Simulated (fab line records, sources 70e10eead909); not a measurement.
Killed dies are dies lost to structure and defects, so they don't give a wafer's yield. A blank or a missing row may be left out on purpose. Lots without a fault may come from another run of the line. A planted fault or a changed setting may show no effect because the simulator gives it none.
Which tool did it? | flow nand_harc | 11 lots, 33 wafers sampled, at 5 steps of a route of 1302

WHAT THE GAUGES READ, wafer by wafer
NHARC_END_SORT_01. Usual: killed_at_array 56, standard deviation 19; killed_at_other 0.6, standard deviation 1; killed_at_periphery 3.9, standard deviation 2.7; killed_dies 61, standard deviation 19; killed_open 3.3, standard deviation 1.9; killed_short 2.4, standard deviation 1.7.
lot  | measured     | on        | killed_at_array | killed_at_other | killed_at_periphery | killed_dies | killed_open | killed_short | flag
L745 | day 28 06:38 | prober-01 | 675 675 672     | 0 0 3           | 2 2 2               | 677 677 677 | 4 3 4       | 3 1 1        | OFF
L746 | day 28 18:31 | prober-02 | 672 674 673     | 2 1 2           | 3 2 2               | 677 677 677 | 2 6 2       | 4 5 0        | OFF
L747 | day 29 12:00 | prober-01 | 673 673 674     | 0 0 0           | 4 4 3               | 677 677 677 | 2 6 5       | 0 3 2        | OFF

WHICH TOOL RAN EACH LOT (tool, then ch and the chambers of the sampled wafers, then the start)
lot  | NHARC_A_CHANNEL_HOLE_D1_ETCH_33  | NHARC_A_CHANNEL_HOLE_D1_ETCH_44    | NHARC_A_CHANNEL_FILL_D1_ALD_16   | NHARC_A_CHANNEL_FILL_D1_CMP_10
L739 | har_etch-02 ch 0, day 9 21:57    | rie_diel-10 ch 1,3, day 9 22:40    | ald_hk-04 ch 0,1,3, day 10 12:05 | cmp-01 ch 1,2, day 12 01:14
L745 | har_etch-01 ch 0,1, day 12 11:04 | rie_diel-06 ch 0,2,3, day 12 11:49 | ald_hk-03 ch 2,3, day 13 01:41   | cmp-03 ch 0,3, day 14 16:21
L746 | har_etch-02 ch 1, day 13 10:16   | rie_diel-10 ch 0,1,2, day 13 11:12 | ald_hk-04 ch 0,1,2, day 14 00:34 | cmp-03 ch 0,1,2, day 15 11:42
L747 | har_etch-01 ch 1, day 13 10:26   | rie_diel-06 ch 1,3, day 13 11:10   | ald_hk-03 ch 1,2,3, day 14 00:34 | cmp-01 ch 1,2,3, day 15 15:17
L749 | har_etch-02 ch 0,1, day 13 19:44 | rie_diel-10 ch 0,1,3, day 13 20:29 | ald_hk-03 ch 0,2,3, day 14 09:35 | cmp-02 ch 1,2,3, day 15 21:11
L751 | har_etch-01 ch 0, day 14 20:58   | rie_diel-07 ch 0,1, day 14 21:43   | ald_hk-02 ch 1,3, day 15 10:53   | cmp-02 ch 2,3, day 17 00:12
L753 | har_etch-01 ch 0,1, day 15 09:08 | rie_diel-07 ch 0,2,3, day 15 09:52 | ald_hk-02 ch 0,2,3, day 16 00:10 | cmp-01 ch 0,1,3, day 17 13:52
L754 | har_etch-01 ch 0, day 16 03:43   | rie_diel-07 ch 0,3, day 16 04:27   | ald_hk-02 ch 0,1,2, day 16 17:52 | cmp-01 ch 0,1,3, day 18 08:39
L756 | har_etch-01 ch 0,1, day 17 01:41 | rie_diel-07 ch 0,1,2, day 17 02:29 | ald_hk-02 ch 0,2,3, day 17 16:07 | cmp-01 ch 0,2,3, day 19 03:27
L757 | har_etch-01 ch 0,1, day 17 13:45 | rie_diel-10 ch 0,1,2, day 17 14:30 | ald_hk-02 ch 1,2,3, day 18 03:53 | cmp-01 ch 0,2,3, day 19 15:02
L758 | har_etch-02 ch 0,1, day 17 20:51 | rie_diel-07 ch 0,2,3, day 17 21:35 | ald_hk-04 ch 0,1,3, day 18 11:53 | cmp-01 ch 1,2,3, day 19 23:44
- NHARC_A_CHANNEL_HOLE_D1_ETCH_33: etches the open film in C4F8/O2/Ar, time 90 s, target depth 400 nm.
- NHARC_A_CHANNEL_HOLE_D1_ETCH_44: etches the open film in CF4/O2, target depth 140 nm, overetch 14 nm, time 77 s.
- NHARC_A_CHANNEL_FILL_D1_ALD_16: deposits SiO2, target thk 1.5 nm, pulse time 10 s, ald cycles 15.
- NHARC_A_CHANNEL_FILL_D1_CMP_10: polishes, target thk 150 nm.

WHAT THE TOOLS THEMSELVES READ (means of the sampled wafers that have a number; where no wafer has one, the mark that the record gives instead)
NHARC_A_CHANNEL_HOLE_D1_ETCH_33. Usual: drypump_motor_current_A 5.49 A, standard deviation 0.24; rf_fwd_power_W 1988 W, standard deviation 7.2; showerhead_plenum_p_Torr 3.73 Torr, standard deviation 0.056; temp_c -19.99 C, standard deviation 0.093; throttle_valve_pct 27.620 %, standard deviation 0.0081.
lot  | tool        | drypump_motor_current_A (A) | rf_fwd_power_W (W) | showerhead_plenum_p_Torr (Torr) | temp_c (C) | throttle_valve_pct (%) | flag
L739 | har_etch-02 | 5.76                        | 1989               | 3.66                            | -19.98     | 27.619                 |
L745 | har_etch-01 | 5.59                        | 1977               | 3.74                            | -19.98     | 27.609                 |
L746 | har_etch-02 | 5.06                        | 1998               | 3.77                            | -20.09     | 27.620                 |
L747 | har_etch-01 | 5.50                        | 1988               | 3.73                            | -20.09     | 27.616                 |
L749 | har_etch-02 | 5.52                        | 1993               | 3.68                            | -19.96     | 27.625                 |
L751 | har_etch-01 | 5.64                        | 1984               | 3.72                            | -20.01     | 27.622                 |
L753 | har_etch-01 | 5.58                        | 1984               | 3.72                            | -19.92     | 27.627                 |
L754 | har_etch-01 | 5.64                        | 1980               | 3.71                            | -19.98     | 27.612                 |
L756 | har_etch-01 | 5.60                        | 1988               | 3.70                            | -20.02     | 27.621                 |
L757 | har_etch-01 | 5.54                        | 1986               | 3.70                            | -20.01     | 27.609                 |
L758 | har_etch-02 | 5.53                        | 1995               | 3.90                            | -19.99     | 27.620                 | OFF

NHARC_A_CHANNEL_HOLE_D1_ETCH_44. Usual: drypump_motor_current_A 5.8 A, standard deviation 0.55; oes_product_au 1.005 a.u., standard deviation 0.014; rf_fwd_power_W 297.7 W, standard deviation 1; rf_vpp_V 197.4 V, standard deviation 1.4; showerhead_plenum_p_Torr 1.32 Torr, standard deviation 0.058; throttle_valve_pct 13.397 %, standard deviation 0.0096.
lot  | tool        | drypump_motor_current_A (A) | oes_product_au (a.u.) | rf_fwd_power_W (W) | rf_vpp_V (V) | showerhead_plenum_p_Torr (Torr) | throttle_valve_pct (%) | flag
L739 | rie_diel-10 | 5.6                         | 0.982                 | 297.5              | 197.4        | 1.38                            | 13.397                 |
L745 | rie_diel-06 | 6.2                         | 1.002                 | 296.9              | 196.9        | 1.28                            | 13.389                 |
L746 | rie_diel-10 | 5.2                         | 1.007                 | 297.7              | 200.3        | 1.44                            | 13.396                 |
L747 | rie_diel-06 | 6.0                         | 1.004                 | 296.7              | 197.8        | 1.30                            | 13.395                 |
L749 | rie_diel-10 | 5.4                         | 1.000                 | 298.2              | 198.9        | 1.41                            | 13.397                 |
L751 | rie_diel-07 | 5.7                         | 1.002                 | 297.6              | 196.9        | 1.28                            | 13.397                 |
L753 | rie_diel-07 | 6.0                         | 0.998                 | 299.0              | 197.0        | 1.30                            | 13.401                 |
L754 | rie_diel-07 | 6.5                         | 1.018                 | 296.5              | 197.1        | 1.30                            | 13.398                 |
L756 | rie_diel-07 | 5.7                         | 0.989                 | 296.6              | 196.6        | 1.28                            | 13.400                 |
L757 | rie_diel-10 | 5.2                         | 1.004                 | 297.5              | 199.6        | 1.43                            | 13.399                 |
L758 | rie_diel-07 | 6.0                         | 1.007                 | 297.5              | 196.9        | 1.30                            | 13.390                 |

NHARC_A_CHANNEL_FILL_D1_ALD_16. Usual: heater_power_w 493 W, standard deviation 45; precursor_pulse_height_rel 1.001, standard deviation 0.02.
lot  | tool      | heater_power_w (W) | precursor_pulse_height_rel | flag
L739 | ald_hk-04 | 476                | 1.026                      |
L745 | ald_hk-03 | 544                | 0.998                      |
L746 | ald_hk-04 | 451                | 1.011                      |
L747 | ald_hk-03 | 537                | 0.977                      |
L749 | ald_hk-03 | 536                | 0.997                      |
L751 | ald_hk-02 | 467                | 0.999                      |
L753 | ald_hk-02 | 490                | 1.006                      |
L754 | ald_hk-02 | 491                | 0.971                      |
L756 | ald_hk-02 | 494                | 1.015                      |
L757 | ald_hk-02 | 491                | 0.999                      |
L758 | ald_hk-04 | 469                | 1.008                      |

NHARC_A_CHANNEL_FILL_D1_CMP_10. Usual: edge_zone_pressure_frac 0.999, standard deviation 0.0049; motor_current_A 11.4 A, standard deviation 0.91; retaining_ring_pressure_frac 1.000, standard deviation 0.0052; slurry_flow_ml_min 150.0, standard deviation 0.52; time_to_endpoint_s 14.5 s, standard deviation 2.6.
lot  | tool   | edge_zone_pressure_frac | motor_current_A (A) | retaining_ring_pressure_frac | slurry_flow_ml_min | time_to_endpoint_s (s) | flag
L739 | cmp-01 | 1.003                   | 11.0                | 0.996                        | 150.5              | 17.6                   |
L745 | cmp-03 | -                       | -                   | -                            | -                  | -                      | OFF
L746 | cmp-03 | -                       | -                   | -                            | -                  | -                      | OFF
L747 | cmp-01 | -                       | -                   | -                            | -                  | -                      | OFF
L749 | cmp-02 | 0.999                   | 11.2                | 1.002                        | 150.1              | 11.7                   |
L751 | cmp-02 | 0.995                   | 11.7                | 1.002                        | 150.5              | 15.0                   |
L753 | cmp-01 | 1.004                   | 10.7                | 1.000                        | 149.4              | 15.0                   |
L754 | cmp-01 | 1.000                   | 10.6                | 0.997                        | 150.3              | 13.5                   |
L756 | cmp-01 | 0.999                   | 11.3                | 0.998                        | 150.5              | 10.5                   |
L757 | cmp-01 | 0.997                   | 11.6                | 1.001                        | 150.2              | 10.7                   |
L758 | cmp-01 | 1.001                   | 10.9                | 1.001                        | 149.6              | 13.6                   |

THE ANSWER, worked out from the rows above alone
Rule: a lot is off if the mean of its wafers that have a number lies more than 3 standard deviations from the usual mean. A lot without any number at a reading at which 4 lots or more have one is off too. The other lots that the step has rows for count as sound. The gauges are gone through in route order, then the tools' own readings, and for those a lot's mean is taken as printed above. The first step at which some lot is off is used, and at that step the reading that is off furthest; a lot without a number counts as furthest.
Off: L745, L746, L747, at NHARC_END_SORT_01 (killed_at_array). Neither off nor sound, because the step has no rows for them: L739, L749, L751, L753, L754, L756, L757, L758.
A tool fits if, at a process step before that reading, it ran every lot that is off, and no sound lot after the first of them. The gauges at NHARC_END_SORT_01 aren't tried: what is off there is off at NHARC_A_CHANNEL_FILL_D1_CMP_10 too, on other tools, and a gauge's error can't cause that. None of those tried fits.

WHAT THE SIMULATOR HAD PUT IN
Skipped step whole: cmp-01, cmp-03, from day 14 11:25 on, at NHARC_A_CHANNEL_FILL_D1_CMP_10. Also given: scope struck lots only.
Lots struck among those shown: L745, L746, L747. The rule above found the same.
